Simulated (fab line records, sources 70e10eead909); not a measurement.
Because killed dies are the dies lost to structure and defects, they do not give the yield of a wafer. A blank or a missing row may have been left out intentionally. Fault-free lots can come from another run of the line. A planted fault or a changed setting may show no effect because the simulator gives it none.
Matching of chambers || flow nand-harc || rie-diel-07 running NHARC_A_M0_ETCH_34: 4 sister chambers
The step etches the open film in N2/H2, target depth 40 nm, overetch 12 nm, time 43.94 s. 16 wafers are shown with their chamber, then 8 later ones without.

## WAFERS PAIRED WITH THEIR CHAMBERS
{"wafer": "L078.1", "chamber": 1, "showerhead-plenum-p-Torr (Torr)": 1.94, "rf-vpp-V (V)": 427.0, "oes-product-au (a.u.)": 0.998}
{"wafer": "L078.3", "chamber": 0, "showerhead-plenum-p-Torr (Torr)": 2.18, "rf-vpp-V (V)": 433.6, "oes-product-au (a.u.)": 1.000}
{"wafer": "L078.5", "chamber": 2, "showerhead-plenum-p-Torr (Torr)": 2.14, "rf-vpp-V (V)": 434.6, "oes-product-au (a.u.)": 0.982}
{"wafer": "L086.1", "chamber": 2, "showerhead-plenum-p-Torr (Torr)": 2.14, "rf-vpp-V (V)": 433.3, "oes-product-au (a.u.)": 0.996}
{"wafer": "L086.3", "chamber": 0, "showerhead-plenum-p-Torr (Torr)": 2.17, "rf-vpp-V (V)": 434.1, "oes-product-au (a.u.)": 1.001}
{"wafer": "L086.5", "chamber": 3, "showerhead-plenum-p-Torr (Torr)": 2.19, "rf-vpp-V (V)": 434.7, "oes-product-au (a.u.)": 1.005}
{"wafer": "L091.2", "chamber": 3, "showerhead-plenum-p-Torr (Torr)": 2.18, "rf-vpp-V (V)": 434.7, "oes-product-au (a.u.)": 0.996}
{"wafer": "L091.3", "chamber": 0, "showerhead-plenum-p-Torr (Torr)": 2.17, "rf-vpp-V (V)": 434.4, "oes-product-au (a.u.)": 1.009}
{"wafer": "L091.4", "chamber": 1, "showerhead-plenum-p-Torr (Torr)": 1.94, "rf-vpp-V (V)": 427.2, "oes-product-au (a.u.)": 0.991}
{"wafer": "L095.1", "chamber": 0, "showerhead-plenum-p-Torr (Torr)": 2.17, "rf-vpp-V (V)": 434.2, "oes-product-au (a.u.)": 0.996}
{"wafer": "L095.2", "chamber": 1, "showerhead-plenum-p-Torr (Torr)": 1.94, "rf-vpp-V (V)": 428.5, "oes-product-au (a.u.)": 1.002}
{"wafer": "L095.3", "chamber": 2, "showerhead-plenum-p-Torr (Torr)": 2.14, "rf-vpp-V (V)": 433.8, "oes-product-au (a.u.)": 0.991}
{"wafer": "L093.1", "chamber": 2, "showerhead-plenum-p-Torr (Torr)": 2.14, "rf-vpp-V (V)": 432.8, "oes-product-au (a.u.)": 0.987}
{"wafer": "L093.3", "chamber": 1, "showerhead-plenum-p-Torr (Torr)": 1.94, "rf-vpp-V (V)": 427.7, "oes-product-au (a.u.)": 1.000}
{"wafer": "L093.5", "chamber": 1, "showerhead-plenum-p-Torr (Torr)": 1.94, "rf-vpp-V (V)": 427.4, "oes-product-au (a.u.)": 0.991}
{"wafer": "L094.2", "chamber": 3, "showerhead-plenum-p-Torr (Torr)": 2.18, "rf-vpp-V (V)": 436.2, "oes-product-au (a.u.)": 1.004}

SIGNATURES (means of the wafers above)
{"reading": "showerhead-plenum-p-Torr", "chamber 0": 2.1725, "chamber 1": 1.9400, "chamber 2": 2.1400, "chamber 3": 2.1833, "scatter within a chamber": 0.00344}
{"reading": "rf-vpp-V", "chamber 0": 434.075, "chamber 1": 427.560, "chamber 2": 433.625, "chamber 3": 435.200, "scatter within a chamber": 0.645}
{"reading": "oes-product-au", "chamber 0": 1.00150, "chamber 1": 0.99640, "chamber 2": 0.98900, "chamber 3": 1.00167, "scatter within a chamber": 0.00539}
Rule: distance of a wafer from a chamber = root of the sum over the readings of ((wafer's reading minus chamber's mean) / reading's scatter) squared. If the next closest chamber is less than 2 further off than the closest, the wafer can't be placed; otherwise it belongs to the closest. The scatter: take each reading less its chamber's mean, square it, sum over the shown wafers, divide by the number of wafers less the number of chambers, and take the root.

## WAFERS MISSING THEIR CHAMBER
{"wafer": "L094.5", "showerhead-plenum-p-Torr (Torr)": 1.94, "rf-vpp-V (V)": 427.1, "oes-product-au (a.u.)": 0.990}
{"wafer": "L094.6", "showerhead-plenum-p-Torr (Torr)": 2.17, "rf-vpp-V (V)": 433.1, "oes-product-au (a.u.)": 1.001}
{"wafer": "L096.2", "showerhead-plenum-p-Torr (Torr)": 2.18, "rf-vpp-V (V)": 434.9, "oes-product-au (a.u.)": 0.992}
{"wafer": "L096.5", "showerhead-plenum-p-Torr (Torr)": 1.94, "rf-vpp-V (V)": 426.7, "oes-product-au (a.u.)": 0.995}
{"wafer": "L096.6", "showerhead-plenum-p-Torr (Torr)": 2.14, "rf-vpp-V (V)": 433.9, "oes-product-au (a.u.)": 0.982}
{"wafer": "L097.2", "showerhead-plenum-p-Torr (Torr)": 2.17, "rf-vpp-V (V)": 434.1, "oes-product-au (a.u.)": 1.010}
{"wafer": "L097.3", "showerhead-plenum-p-Torr (Torr)": 2.18, "rf-vpp-V (V)": 434.2, "oes-product-au (a.u.)": 1.006}
{"wafer": "L097.6", "showerhead-plenum-p-Torr (Torr)": 2.18, "rf-vpp-V (V)": 434.0, "oes-product-au (a.u.)": 1.000}

## WHICH CHAMBER EACH ONE RAN IN
{"wafer": "L094.5", "from the rows above": 1, "in truth": 1}
{"wafer": "L094.6", "from the rows above": 0, "in truth": 0}
{"wafer": "L096.2", "from the rows above": "can't be placed: 3 or 0", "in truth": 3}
{"wafer": "L096.5", "from the rows above": 1, "in truth": 1}
{"wafer": "L096.6", "from the rows above": 2, "in truth": 2}
{"wafer": "L097.2", "from the rows above": 0, "in truth": 0}
{"wafer": "L097.3", "from the rows above": "can't be placed: 3 or 0", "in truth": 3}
{"wafer": "L097.6", "from the rows above": "can't be placed: 3 or 0", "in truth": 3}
Correct placement for 5 of the 8. Not placeable from these rows: 3 (in 3, the candidates include the true chamber). Wrongly placed: 0.
